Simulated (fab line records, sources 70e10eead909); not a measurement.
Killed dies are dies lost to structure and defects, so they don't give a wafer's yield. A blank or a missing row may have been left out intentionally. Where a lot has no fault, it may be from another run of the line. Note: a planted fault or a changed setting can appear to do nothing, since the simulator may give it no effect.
Chamber matching	flow nand_harc	NHARC_A_SGD_CUT_ETCHBACK_24 on rie_diel-06: 4 sister chambers
The step etches the open film in CH3F/O2, target depth 50 nm, time 92.857 s. 20 wafers are shown with their chamber, then 10 later ones without.

## WAFERS PAIRED WITH THEIR CHAMBERS
wafer	chamber	showerhead_plenum_p_Torr (Torr)	drypump_motor_current_A (A)	rf_vpp_V (V)
L074.1	3	2.37	6.0	244.3
L074.4	0	2.40	5.8	243.4
L074.5	0	2.40	5.8	243.5
L075.2	1	2.46	6.0	243.7
L075.4	2	2.46	5.1	245.8
L075.6	3	2.37	6.0	242.3
L080.1	0	2.40	5.8	243.3
L080.2	1	2.46	6.0	245.4
L080.3	3	2.37	6.0	243.3
L082.2	0	2.40	5.8	243.5
L082.3	2	2.46	5.0	244.8
L082.6	2	2.46	5.1	245.1
L082.1	1	2.46	6.1	245.6
L082.4	3	2.37	6.0	242.3
L082.5	3	2.37	6.0	242.6
L083.2	2	2.46	5.1	244.4
L083.4	3	2.37	6.0	243.6
L083.5	2	2.46	5.1	243.5
L087.1	2	2.46	5.0	245.0
L087.4	1	2.45	6.0	244.6

SIGNATURES (means of the wafers above)
reading	chamber 0	chamber 1	chamber 2	chamber 3	scatter within a chamber
showerhead_plenum_p_Torr	2.4000	2.4575	2.4600	2.3700	0.00217
drypump_motor_current_A	5.800	6.025	5.067	6.000	0.0361
rf_vpp_V	243.425	244.825	244.767	243.067	0.729
Rule: distance of a wafer from a chamber = root of the sum over the readings of ((wafer's reading minus chamber's mean) / reading's scatter) squared. The wafer belongs to the nearest chamber; if the next one is less than 2 further off, it can't be placed. How the scatter is found: for the shown wafers, subtract from each reading the mean of its chamber, square and add these, divide the total by (wafers less chambers), then take the root.

## WAFERS WITH NO CHAMBER GIVEN
wafer	showerhead_plenum_p_Torr (Torr)	drypump_motor_current_A (A)	rf_vpp_V (V)
L087.5	2.45	6.0	244.6
L089.1	2.40	5.8	243.9
L089.4	2.46	5.1	245.0
L089.5	2.46	5.0	244.3
L092.2	2.45	6.1	243.6
L092.3	2.40	5.8	244.1
L092.6	2.46	5.1	244.5
L094.4	2.45	6.0	244.0
L094.5	2.45	6.0	243.5
L094.6	2.46	5.1	243.1

## EACH ONE'S CHAMBER
wafer	from the rows above	in truth
L087.5	1	1
L089.1	0	0
L089.4	2	2
L089.5	2	2
L092.2	1	1
L092.3	0	0
L092.6	2	2
L094.4	1	1
L094.5	1	1
L094.6	2	2
10 of 10 placed correctly. Number that these rows cannot place: 0. 0 placed wrongly.
